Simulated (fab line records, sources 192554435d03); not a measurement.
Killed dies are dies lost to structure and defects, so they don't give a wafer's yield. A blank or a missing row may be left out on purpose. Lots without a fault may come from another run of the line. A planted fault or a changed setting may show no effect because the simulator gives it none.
Chamber matching | flow n5_finfet | N5_BEOL_M2_DEP_57 on pecvd-01: 3 sister chambers
The step deposits SiCN from 3MS/NH3, target thk 8 nm, time 14 s. 20 wafers are shown with their chamber, then 10 later ones without.

WAFERS WITH THEIR CHAMBER
wafer  | chamber | showerhead_plenum_p_Torr (Torr) | showerhead_vpp_V (V) | throttle_valve_pct (%)
L075.3 | 2       | 3.672                           | 844                  | 9.7
L075.4 | 2       | 3.671                           | 833                  | 9.6
L075.5 | 0       | 3.679                           | 876                  | 9.2
L079.1 | 1       | 3.652                           | 847                  | 9.0
L079.2 | 0       | 3.688                           | 879                  | 9.2
L079.4 | 1       | 3.639                           | 823                  | 8.8
L080.1 | 1       | 3.654                           | 851                  | 9.1
L080.3 | 2       | 3.673                           | 843                  | 9.5
L080.6 | 0       | 3.691                           | 868                  | 8.9
L084.3 | 0       | 3.690                           | 861                  | 8.8
L084.5 | 0       | 3.686                           | 861                  | 9.3
L084.6 | 1       | 3.647                           | 841                  | 8.8
L086.1 | 1       | 3.640                           | 839                  | 8.7
L086.3 | 0       | 3.693                           | 879                  | 9.0
L086.5 | 1       | 3.656                           | 840                  | 8.7
L087.3 | 0       | 3.689                           | 870                  | 9.0
L087.4 | 1       | 3.653                           | 847                  | 8.7
L087.6 | 1       | 3.642                           | 851                  | 8.9
L088.2 | 0       | 3.682                           | 871                  | 9.1
L088.5 | 2       | 3.670                           | 848                  | 8.4

SIGNATURES (means of the wafers above)
reading                  | chamber 0 | chamber 1 | chamber 2 | scatter within a chamber
showerhead_plenum_p_Torr | 3.68725   | 3.64787   | 3.67150   | 0.00533
showerhead_vpp_V         | 870.62    | 842.38    | 842.00    | 7.93
throttle_valve_pct       | 9.062     | 8.838     | 9.300     | 0.293
Rule: a wafer's distance from a chamber is the root of the sum, over the readings, of the square of ((its reading less the chamber's mean) divided by the reading's scatter). The wafer belongs to the nearest chamber; if the next one is less than 2 further off, it can't be placed. The scatter: the root of (the sum of the squares of (reading less its chamber's mean) over the shown wafers, divided by (wafers less chambers)).

WAFERS WITHOUT THEIR CHAMBER
wafer  | showerhead_plenum_p_Torr (Torr) | showerhead_vpp_V (V) | throttle_valve_pct (%)
L088.6 | 3.643                           | 853                  | 8.9
L093.2 | 3.669                           | 826                  | 8.6
L093.5 | 3.655                           | 845                  | 8.9
L093.6 | 3.681                           | 861                  | 9.2
L092.3 | 3.680                           | 875                  | 9.0
L092.5 | 3.684                           | 880                  | 8.8
L092.6 | 3.657                           | 820                  | 8.5
L097.1 | 3.665                           | 829                  | 8.0
L097.5 | 3.659                           | 834                  | 8.9
L097.6 | 3.679                           | 849                  | 8.3

WHICH CHAMBER EACH WENT THROUGH
wafer  | from the rows above     | in truth
L088.6 | 1                       | 1
L093.2 | can't be placed: 2 or 1 | 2
L093.5 | 1                       | 1
L093.6 | can't be placed: 0 or 2 | 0
L092.3 | 0                       | 0
L092.5 | 0                       | 0
L092.6 | can't be placed: 1 or 2 | 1
L097.1 | can't be placed: 1 or 2 | 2
L097.5 | can't be placed: 1 or 2 | 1
L097.6 | can't be placed: 2 or 0 | 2
Placed correctly: 4 of 10. Can't be placed from these rows: 6 (the true chamber is among the candidates in 6). Placed wrongly: 0.
